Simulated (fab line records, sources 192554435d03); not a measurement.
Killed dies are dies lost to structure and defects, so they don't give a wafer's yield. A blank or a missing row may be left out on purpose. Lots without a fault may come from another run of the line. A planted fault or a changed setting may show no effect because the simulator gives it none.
Which tool did it? | flow n5_finfet | 11 lots, 33 wafers sampled, at 2 steps of a route of 1938

WHAT THE GAUGES READ, wafer by wafer
N5_MOL_CONTACT_COAG_CD_MEAS_84: target cd 25.1 nm.
lot  | measured     | on        | cd_nm (nm)
L075 | day 5 10:46  | cd_sem-01 | 25.03 25.35 24.90
L077 | day 5 18:59  | cd_sem-03 | 25.48 24.99 25.59
L079 | day 6 16:44  | cd_sem-03 | 25.25 25.61 25.57
L081 | day 7 01:31  | cd_sem-03 | 25.05 25.53 25.46
L083 | day 7 08:51  | cd_sem-03 | 25.11 24.94 24.85
L085 | day 7 22:33  | cd_sem-03 | 25.00 25.20 25.14
L087 | day 8 15:04  | cd_sem-02 | 25.30 24.55 24.92
L089 | day 8 21:36  | cd_sem-02 | 25.16 25.07 25.22
L091 | day 9 06:20  | cd_sem-02 | 25.20 25.24 25.47
L094 | day 10 02:29 | cd_sem-02 | 25.45 25.18 24.75
L097 | day 10 18:48 | cd_sem-02 | 24.93 25.02 24.89

WHICH TOOL RAN EACH LOT (tool, then ch and the chambers of the sampled wafers, then the start)
lot  | N5_MOL_CONTACT_COAG_SPUTTER_130
L075 | pvd_sputter-03, day 5 06:53
L077 | pvd_sputter-02, day 5 14:47
L079 | pvd_sputter-03, day 6 12:52
L081 | pvd_sputter-01, day 6 21:41
L083 | pvd_sputter-02, day 7 04:32
L085 | pvd_sputter-03, day 7 18:28
L087 | pvd_sputter-02, day 8 10:19
L089 | pvd_sputter-02, day 8 16:25
L091 | pvd_sputter-01, day 9 02:02
L094 | pvd_sputter-01, day 9 22:39
L097 | pvd_sputter-03, day 10 14:45
- N5_MOL_CONTACT_COAG_SPUTTER_130: material Co, target thk 47.5 nm.

THE ANSWER, worked out from the rows above alone
Rule: what is usual is taken from the lots themselves. Put in order of their means at a reading, lots are off if they are a third of the lots or fewer, leave a main group of 4 or more, and stand apart from it by a gap of 3 or more times the standard deviation of the main group's means; of several such gaps the widest counts. A main group whose means are all the same, to the digits that the tables above print for the reading, isn't used. A lot without any number at a reading at which 4 lots or more have one is off too. The other lots that the step has rows for count as sound.
No lot is off at any reading shown: from this, nothing can be told.

WHAT THE SIMULATOR HAD PUT IN
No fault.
